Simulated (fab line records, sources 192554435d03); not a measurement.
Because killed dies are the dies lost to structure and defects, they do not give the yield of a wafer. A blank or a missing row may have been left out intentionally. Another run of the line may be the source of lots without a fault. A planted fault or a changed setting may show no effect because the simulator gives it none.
Lot-split experiment :: flow n5 finfet :: 7 lots, 21 wafers read, on a route of 1938 steps

== THE SPLIT ITSELF ==
At N5_BEOL_M12_ILD_DEP_00 (deposits SiOC from DEMS/O2, target thk 658.92 nm, time 130.7 s), the setting time s was moved away from the recipe's 130.7 s on 4 of the 21 wafers read, by -7.6% to +14.3%. This setting was run at the recipe's value on the other wafers.

No step appears in the file between the split and the reading.

== THE READING ==
At N5_BEOL_M12_THK_MEAS_01: M12_ILD_THK, given in nm. A value of 658 nm with a standard deviation of 8.1 nm is what fault-free wafers of this fab line usually give.

wafer: L074.1
tool, chamber at the split: pecvd-01, 0
time s as run, s: 130.7
against the recipe: recipe
M12_ILD_THK, nm: 654
against lot-mates on the recipe: -

wafer: L074.3
tool, chamber at the split: pecvd-01, 2
time s as run, s: 130.7
against the recipe: recipe
M12_ILD_THK, nm: 649
against lot-mates on the recipe: -

wafer: L074.4
tool, chamber at the split: pecvd-01, 2
time s as run, s: 130.7
against the recipe: recipe
M12_ILD_THK, nm: 666
against lot-mates on the recipe: -

wafer: L075.3
tool, chamber at the split: pecvd-03, 2
time s as run, s: 130.7
against the recipe: recipe
M12_ILD_THK, nm: 651
against lot-mates on the recipe: -

wafer: L075.4
tool, chamber at the split: pecvd-03, 2
time s as run, s: 120.8
against the recipe: -7.6%
M12_ILD_THK, nm: 613
against lot-mates on the recipe: -38

wafer: L075.5
tool, chamber at the split: pecvd-03, 1
time s as run, s: 120.8
against the recipe: -7.6%
M12_ILD_THK, nm: 607
against lot-mates on the recipe: -44

wafer: L085.1
tool, chamber at the split: pecvd-04, 0
time s as run, s: 130.7
against the recipe: recipe
M12_ILD_THK, nm: 666
against lot-mates on the recipe: -

wafer: L085.2
tool, chamber at the split: pecvd-04, 2
time s as run, s: 130.7
against the recipe: recipe
M12_ILD_THK, nm: 647
against lot-mates on the recipe: -

wafer: L085.6
tool, chamber at the split: pecvd-04, 2
time s as run, s: 130.7
against the recipe: recipe
M12_ILD_THK, nm: 668
against lot-mates on the recipe: -

wafer: L092.2
tool, chamber at the split: pecvd-01, 0
time s as run, s: 130.7
against the recipe: recipe
M12_ILD_THK, nm: 655
against lot-mates on the recipe: -

wafer: L092.3
tool, chamber at the split: pecvd-01, 1
time s as run, s: 130.7
against the recipe: recipe
M12_ILD_THK, nm: 648
against lot-mates on the recipe: -

wafer: L092.4
tool, chamber at the split: pecvd-01, 1
time s as run, s: 149.4
against the recipe: +14.3%
M12_ILD_THK, nm: 763
against lot-mates on the recipe: +112

wafer: L091.4
tool, chamber at the split: pecvd-01, 1
time s as run, s: 130.7
against the recipe: recipe
M12_ILD_THK, nm: 660
against lot-mates on the recipe: -

wafer: L091.5
tool, chamber at the split: pecvd-01, 0
time s as run, s: 130.7
against the recipe: recipe
M12_ILD_THK, nm: 668
against lot-mates on the recipe: -

wafer: L091.6
tool, chamber at the split: pecvd-01, 2
time s as run, s: 130.7
against the recipe: recipe
M12_ILD_THK, nm: 658
against lot-mates on the recipe: -

wafer: L093.1
tool, chamber at the split: pecvd-01, 2
time s as run, s: 148.8
against the recipe: +13.8%
M12_ILD_THK, nm: 738
against lot-mates on the recipe: +78

wafer: L093.3
tool, chamber at the split: pecvd-01, 0
time s as run, s: 130.7
against the recipe: recipe
M12_ILD_THK, nm: 657
against lot-mates on the recipe: -

wafer: L093.5
tool, chamber at the split: pecvd-01, 2
time s as run, s: 130.7
against the recipe: recipe
M12_ILD_THK, nm: 663
against lot-mates on the recipe: -

wafer: L095.2
tool, chamber at the split: pecvd-01, 2
time s as run, s: 130.7
against the recipe: recipe
M12_ILD_THK, nm: 650
against lot-mates on the recipe: -

wafer: L095.5
tool, chamber at the split: pecvd-01, 2
time s as run, s: 130.7
against the recipe: recipe
M12_ILD_THK, nm: 655
against lot-mates on the recipe: -

wafer: L095.6
tool, chamber at the split: pecvd-01, 0
time s as run, s: 130.7
against the recipe: recipe
M12_ILD_THK, nm: 660
against lot-mates on the recipe: -

FIT RESULTS
A straight line over all 21 wafers: M12_ILD_THK changes by +6.54 nm for each +1% of time s; r = +0.98; the points scatter about the line by 7.5 nm.
The same after taking each lot's own level away (the mean of its wafers on the recipe; 21 wafers): +6.42 nm for each +1%; r = +0.97; scatter 7.9 nm.
The reading moves by 92 nm for the largest change in time s, on that fit.
The span of the lots' own levels, 651.0 to 662.0 nm, comes to 1.4 times the standard deviation stated above.
The two slopes are in agreement: the lot-to-lot level therefore moves the slope only a little.
Check: for one of the wafers moved furthest among these (+14.3%), held out of the fit, the line's prediction against its lot-mates is +79.6 nm. It came out at +112 nm against them.

== FURTHER SPLITS ON THESE WAFERS ==
Note: prior to the reading, these wafers also went through further splits. Each is held against what the fit with the lots' levels taken away leaves over:
other split on the same wafers: N5_BEOL_M7_ILD_DEP_00 time s
wafers away from the commonest value: 9
r with M12_ILD_THK (lot level and that fit taken away): -0.30

other split on the same wafers: N5_BEOL_M7_COAT_05 spin rpm
wafers away from the commonest value: 6
r with M12_ILD_THK (lot level and that fit taken away): -0.12

other split on the same wafers: N5_BEOL_M8_DESCUM_16 time s
wafers away from the commonest value: 7
r with M12_ILD_THK (lot level and that fit taken away): +0.03

other split on the same wafers: N5_BEOL_M9_ETCH_61 source w
wafers away from the commonest value: 9
r with M12_ILD_THK (lot level and that fit taken away): -0.09

other split on the same wafers: N5_BEOL_M9_TRENCH_ETCH_37 bias w
wafers away from the commonest value: 6
r with M12_ILD_THK (lot level and that fit taken away): +0.17

== THE WHOLE CHAIN: every reading that the file lists as answering this split, in the file's order ==
step: N5_BEOL_M12_ILD_DEP_00
what it does: deposits SiOC from DEMS/O2, target thk 658.92 nm, time 130.7 s
reading: SiOC_of_BEOL_M12_ILD_DEP_00.thk nm (the simulator's own value, which no gauge read)
change (the file's fit): +6.54 nm for each +1% of the setting
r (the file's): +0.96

step: N5_BEOL_M12_THK_MEAS_01
what it does: 
reading: M12_ILD_THK
change (the file's fit): +6.56 for each +1% of the setting
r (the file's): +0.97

== FILE'S OWN FIT ==
M12_ILD_THK changes by +6.56 nm for each +1% of time s, r = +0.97.
